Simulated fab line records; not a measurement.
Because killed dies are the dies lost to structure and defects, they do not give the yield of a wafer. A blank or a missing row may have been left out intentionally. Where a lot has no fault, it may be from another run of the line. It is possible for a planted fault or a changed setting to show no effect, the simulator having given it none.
Matching of chambers :: flow nandHarc :: aldSin-04 running NHARC_P_GATE_ALD_36: 4 sister chambers
The step deposits SiNx, target thk 20 nm, pulse time 60 s, ald cycles 223. 4 wafers are shown with their chamber, then 10 later ones without.

WAFERS PAIRED WITH THEIR CHAMBERS
wafer: L085.1
chamber: 2
heaterPowerW (W): 845

wafer: L085.5
chamber: 1
heaterPowerW (W): 774

wafer: L091.1
chamber: 3
heaterPowerW (W): 981

wafer: L091.3
chamber: 0
heaterPowerW (W): 965

WAFERS WITHOUT THEIR CHAMBER
wafer: L091.6
heaterPowerW (W): 934

wafer: L094.3
heaterPowerW (W): 730

wafer: L094.1
heaterPowerW (W): 798

wafer: L094.6
heaterPowerW (W): 938

wafer: L097.1
heaterPowerW (W): 728

wafer: L097.2
heaterPowerW (W): 805

wafer: L097.4
heaterPowerW (W): 956

wafer: L097.3
heaterPowerW (W): 865

wafer: L097.5
heaterPowerW (W): 754

wafer: L097.6
heaterPowerW (W): 812

WHICH CHAMBER EACH WENT THROUGH
wafer: L091.6
from the rows above: can't be placed: 0 or 3 or 2
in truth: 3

wafer: L094.3
from the rows above: 1
in truth: 1

wafer: L094.1
from the rows above: can't be placed: 1 or 2
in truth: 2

wafer: L094.6
from the rows above: can't be placed: 0 or 3
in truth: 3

wafer: L097.1
from the rows above: 1
in truth: 1

wafer: L097.2
from the rows above: can't be placed: 1 or 2
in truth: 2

wafer: L097.4
from the rows above: can't be placed: 0 or 3
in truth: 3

wafer: L097.3
from the rows above: 2
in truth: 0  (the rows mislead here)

wafer: L097.5
from the rows above: 1
in truth: 1

wafer: L097.6
from the rows above: can't be placed: 2 or 1
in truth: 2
3 of 10 placed correctly. From these rows, 6 cannot be placed; in 6 the true chamber is one of the candidates. Wrongly placed: 1.
How it was worked out, from the rows above alone: a wafer's distance from a chamber is the root of the sum, over the readings, of the square of ((its reading less the chamber's mean) divided by the reading's scatter). The wafer belongs to the nearest chamber; if the next one is less than 2 further off, it can't be placed. The mean given for a chamber averages the wafers shown for that chamber. The scatter: root of mean squared gap, hidden wafer to nearest shown wafer, with one shown wafer a chamber.
